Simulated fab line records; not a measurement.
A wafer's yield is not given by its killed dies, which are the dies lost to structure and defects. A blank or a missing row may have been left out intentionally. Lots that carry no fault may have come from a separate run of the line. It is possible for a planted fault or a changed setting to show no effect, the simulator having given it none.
Lot-split experiment    flow n5 finfet    on a route of 1938 steps: 7 lots, 39 wafers read

== SPLIT DETAILS ==
At N5_PASSIVATION_ETCH_15 (etches SiCN in CF4/N2, target depth 75 nm, time 81.2 s), the setting target depth a was moved away from the recipe's 750 angstrom on 12 of the 39 wafers read, by -27.2% to +51.2%. The other wafers ran this setting at the recipe's value.

The reading comes from the split's own step.

== THE READING ==
etch.depth nm (the simulator's own value, which no gauge read), in nm, at N5_PASSIVATION_ETCH_15 (etches SiCN in CF4/N2, target depth 75 nm, time 81.2 s). The file gives no usual value for it. Here, 27 wafers ran the recipe; their average is 65.16 nm with a standard deviation of 1.2 nm.

wafer   tool, chamber at the split  target depth a as run, angstrom  against the recipe  etch.depth nm, nm  against lot-mates on the recipe
L075.1  rie diel-03, 0              750                              recipe              63.54              -
L075.2  rie diel-03, 3              750                              recipe              64.35              -
L075.3  rie diel-03, 1              750                              recipe              65.53              -
L075.4  rie diel-03, 2              750                              recipe              63.18              -
L075.5  rie diel-03, 1              750                              recipe              64.83              -
L075.6  rie diel-03, 2              750                              recipe              63.08              -
L083.1  rie diel-01, 2              750                              recipe              66.43              -
L083.2  rie diel-01, 3              750                              recipe              66.19              -
L083.6  rie diel-01, 1              750                              recipe              64.03              -
L086.1  rie diel-03, 3              912                              +21.6%              77.95              +12.10
L086.2  rie diel-03, 1              750                              recipe              65.98              -
L086.3  rie diel-03, 2              912                              +21.6%              77.41              +11.56
L086.4  rie diel-03, 1              750                              recipe              66.72              -
L086.5  rie diel-03, 2              912                              +21.6%              77.13              +11.28
L086.6  rie diel-03, 3              750                              recipe              64.84              -
L085.1  rie diel-06, 3              1003                             +33.7%              85.98              +20.09
L085.2  rie diel-06, 1              1003                             +33.7%              87.66              +21.77
L085.3  rie diel-06, 2              1003                             +33.7%              86.65              +20.76
L085.4  rie diel-06, 0              750                              recipe              66.9               -
L085.5  rie diel-06, 3              750                              recipe              64.55              -
L085.6  rie diel-06, 0              750                              recipe              66.22              -
L088.1  rie diel-06, 3              1134                             +51.2%              98.02              +32.13
L088.2  rie diel-06, 0              750                              recipe              66.83              -
L088.3  rie diel-06, 1              750                              recipe              65.94              -
L088.4  rie diel-06, 2              750                              recipe              64.9               -
L088.5  rie diel-06, 2              1134                             +51.2%              97.24              +31.35
L088.6  rie diel-06, 1              1134                             +51.2%              99.48              +33.59
L089.1  rie diel-03, 1              750                              recipe              65.51              -
L089.2  rie diel-03, 3              750                              recipe              64.39              -
L089.3  rie diel-03, 0              750                              recipe              65.26              -
L089.4  rie diel-03, 2              750                              recipe              63.26              -
L089.5  rie diel-03, 1              750                              recipe              65.67              -
L089.6  rie diel-03, 0              750                              recipe              65.73              -
L091.1  rie diel-01, 2              546.3                            -27.2%              48.4               -16.72
L091.2  rie diel-01, 0              750                              recipe              63.7               -
L091.3  rie diel-01, 3              546.3                            -27.2%              48.54              -16.58
L091.4  rie diel-01, 1              750                              recipe              64.34              -
L091.5  rie diel-01, 2              750                              recipe              67.32              -
L091.6  rie diel-01, 1              546.3                            -27.2%              46.93              -18.19

THE FIT
A straight line over all 39 wafers: etch.depth nm changes by +0.637 nm for each +1% of target depth a; r = +1.00; the points scatter about the line by 1.2 nm.
The same after taking each lot's own level away (the mean of its wafers on the recipe; 39 wafers): +0.622 nm for each +1%; r = +1.00; scatter 1.1 nm.
According to that fit, moving target depth a by its largest amount changes the reading by 32 nm.
Measured against the standard deviation above, the lots' own levels, which go from 64.085 to 65.890 nm, span 1.5 times it.
So the lot-to-lot level changes the slope little: the two slopes agree.
Check: for one of the wafers moved furthest among these (+51.2%), held out of the fit, the line's prediction against its lot-mates is +31.6 nm. Against them it came out at +32.1 nm.

== FURTHER SPLITS ON THESE WAFERS ==
Note: prior to the reading, these wafers also went through further splits. Each is held against what the fit with the lots' levels taken away leaves over:
other split on the same wafers       wafers away from the commonest value  r with etch.depth nm (lot level and that fit taken away)
N5_BEOL_M6_ILD_DEP_00 target thk a   18                                    +0.12
N5_BEOL_M7_ILD_DEP_00 time s         6                                     +0.10
N5_BEOL_M9_ETCH_66 time s            15                                    +0.02
N5_BEOL_M15_SPUTTER_43 target thk a  15                                    -0.04

== FILE'S OWN FIT ==
etch.depth nm changes by +0.62 nm for each +1% of target depth a, r = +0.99.
